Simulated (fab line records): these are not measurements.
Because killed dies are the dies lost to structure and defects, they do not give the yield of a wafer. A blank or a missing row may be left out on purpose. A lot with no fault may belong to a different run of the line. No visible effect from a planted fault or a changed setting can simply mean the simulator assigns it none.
Matching of chambers | flow n5_finfet | rie_diel-04 running N5_BEOL_M14_DESCUM_15: 4 sister chambers
The step chemistry O2, time 7.9 s. 22 wafers are shown with their chamber, then 11 later ones without.

EACH WAFER AND ITS CHAMBER
wafer  | chamber | showerhead_plenum_p_Torr (Torr) | throttle_valve_pct (%) | drypump_motor_current_A (A)
L077.2 | 0       | 2.15                            | 20.40                  | 5.3
L077.5 | 0       | 2.15                            | 20.41                  | 5.3
L077.6 | 2       | 2.19                            | 20.63                  | 5.9
L076.2 | 1       | 2.14                            | 20.26                  | 5.4
L076.3 | 3       | 2.05                            | 20.40                  | 5.4
L076.4 | 2       | 2.19                            | 20.61                  | 5.9
L080.1 | 0       | 2.14                            | 20.41                  | 5.3
L080.3 | 3       | 2.05                            | 20.42                  | 5.3
L080.4 | 1       | 2.14                            | 20.24                  | 5.3
L081.2 | 0       | 2.14                            | 20.42                  | 5.3
L081.3 | 1       | 2.14                            | 20.25                  | 5.4
L081.5 | 3       | 2.05                            | 20.40                  | 5.3
L082.3 | 3       | 2.05                            | 20.42                  | 5.3
L082.4 | 0       | 2.14                            | 20.42                  | 5.3
L082.6 | 2       | 2.19                            | 20.62                  | 5.9
L086.2 | 2       | 2.19                            | 20.64                  | 5.8
L086.5 | 2       | 2.19                            | 20.65                  | 5.9
L086.6 | 3       | 2.05                            | 20.44                  | 5.4
L088.1 | 1       | 2.13                            | 20.29                  | 5.4
L088.2 | 2       | 2.19                            | 20.66                  | 5.8
L088.3 | 3       | 2.04                            | 20.44                  | 5.3
L089.2 | 1       | 2.13                            | 20.30                  | 5.4

SIGNATURES (means of the wafers above)
reading                  | chamber 0 | chamber 1 | chamber 2 | chamber 3 | scatter within a chamber
showerhead_plenum_p_Torr | 2.1440    | 2.1360    | 2.1900    | 2.0483    | 0.00424
throttle_valve_pct       | 20.4120   | 20.2680   | 20.6350   | 20.4200   | 0.0187
drypump_motor_current_A  | 5.300     | 5.380     | 5.867     | 5.333     | 0.0439
Rule: a wafer's distance from a chamber is the root of the sum, over the readings, of the square of ((its reading less the chamber's mean) divided by the reading's scatter). The wafer belongs to the nearest chamber; if the next one is less than 2 further off, it can't be placed. The scatter: take each reading less its chamber's mean, square it, sum over the shown wafers, divide by the number of wafers less the number of chambers, and take the root.

WAFERS MISSING THEIR CHAMBER
wafer  | showerhead_plenum_p_Torr (Torr) | throttle_valve_pct (%) | drypump_motor_current_A (A)
L089.4 | 2.18                            | 20.67                  | 5.8
L089.6 | 2.14                            | 20.47                  | 5.3
L095.1 | 2.13                            | 20.45                  | 5.3
L095.2 | 2.13                            | 20.30                  | 5.4
L095.4 | 2.18                            | 20.67                  | 5.8
L094.2 | 2.13                            | 20.31                  | 5.4
L094.3 | 2.04                            | 20.47                  | 5.3
L094.5 | 2.13                            | 20.32                  | 5.4
L093.1 | 2.04                            | 20.47                  | 5.4
L093.5 | 2.18                            | 20.67                  | 5.8
L093.6 | 2.13                            | 20.32                  | 5.4

WHICH CHAMBER EACH WENT THROUGH
wafer  | from the rows above | in truth
L089.4 | 2                   | 2
L089.6 | 0                   | 0
L095.1 | 0                   | 0
L095.2 | 1                   | 1
L095.4 | 2                   | 2
L094.2 | 1                   | 1
L094.3 | 3                   | 3
L094.5 | 1                   | 1
L093.1 | 3                   | 3
L093.5 | 2                   | 2
L093.6 | 1                   | 1
11 of 11 placed correctly. Not placeable from these rows: 0. Placed wrongly: 0.
